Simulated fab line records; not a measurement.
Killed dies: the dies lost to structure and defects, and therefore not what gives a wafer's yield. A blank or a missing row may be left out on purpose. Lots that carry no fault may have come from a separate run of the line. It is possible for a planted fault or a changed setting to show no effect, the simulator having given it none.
Problem report in the 8D (eight disciplines) form, filled by code -- flow n5 finfet -- the parts of the form that need people (team, actions taken, sign-off) are left out

## 1. THE ISSUE
Wafers without a fault read 62.96, standard deviation 0.064; exposure dose mJ cm2 at N5_BEOL_M3_EXPOSE_25 reads a mean of 61.72 on 6 wafers belonging to 2 lots. Relative to the usual mean, that is a shift of -19 standard deviations.
The step: exposes mask V2, defocus 5 nm.
The first sign was on wafer L192.3 at day 10 17:28, on euv scanner-02. The record has a number at this step for 30 wafers belonging to 10 lots. Rule for "out", or "out of limits": more than 4 standard deviations from the usual mean. The rest of the wafers with a number are treated as sound.

## 2. WHAT IT IS, AND WHAT IT ISN'T
question,is,is not
which readings at this step,exposure dose mJ cm2,-
which lots,"L192, L195","L180, L183, L184, L187, L189, L194, L200, L202"
which wafers of those lots,all that have a number,-
read on which tools,euv scanner-02,euv scanner-01
when,from day 10 17:28,"up to then (15 sound wafers); but 9 sound wafers of L194, L200, L202 came after"

## 3. SUSPECTS, AND WHAT RULES EACH OUT
Counting: a tool at a process step up to the reading stays a suspect if it ran every lot that is out and no sound lot after the first of them.
- rie diel-06 at N5_BEOL_M3_DESCUM_16 (chemistry O2, time 7 s): ruled out as a lasting fault. The sound lots L194, L200 went through it after L192, its earliest lot that is out (day 10 16:40).
- euv scanner-02 at N5_BEOL_M3_EXPOSE_25 (exposes mask V2, defocus 5 nm): kept. It ran every lot that is out, first L192 (day 10 17:28), and no sound lot after that; its last sound lot up to then is L189 (day 10 13:00). Its own readings are out on those wafers: exposure dose mJ cm2.
Remaining after the count: euv scanner-02 at N5_BEOL_M3_EXPOSE_25.

## 4. THE CAUSE (what the simulator had put in)
Process parameters drifting: euv scanner-02 at N5_BEOL_M3_EXPOSE_25, beginning at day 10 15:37. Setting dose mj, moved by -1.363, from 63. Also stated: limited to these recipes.
This tool alone remained once counting was done.

## 5. SEQUENCE OF EFFECTS, ordered by route
Each row: a reading where the mean over the struck wafers with a number is more than 3 standard deviations away from the usual. Scope: only readings with a usual standard deviation given in the record; hours: median across lots of the time from each lot's start at the first step in this table that gives one to its start at this step; sigmas: change in usual standard deviations.
hours,step,reading,usual,on struck wafers,change,sigmas
0,N5_BEOL_M3_EXPOSE_25,exposure dose mJ cm2,62.96,61.72,-1.24,-19
It contains these process steps:
- N5_BEOL_M3_EXPOSE_25: exposes mask V2, defocus 5 nm.
Later measuring or inspecting steps at which every struck wafer that the step has a row for has a number for every such reading, and none has moved that far: N5_BEOL_M3_OVL_MEAS_29, N5_BEOL_M4_RC_MEAS_101.

## 6. WHAT WOULD HAVE CAUGHT IT SOONER
In this record no reading fell out of limits until day 10 17:28, 2 hours after the fault had begun at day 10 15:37.
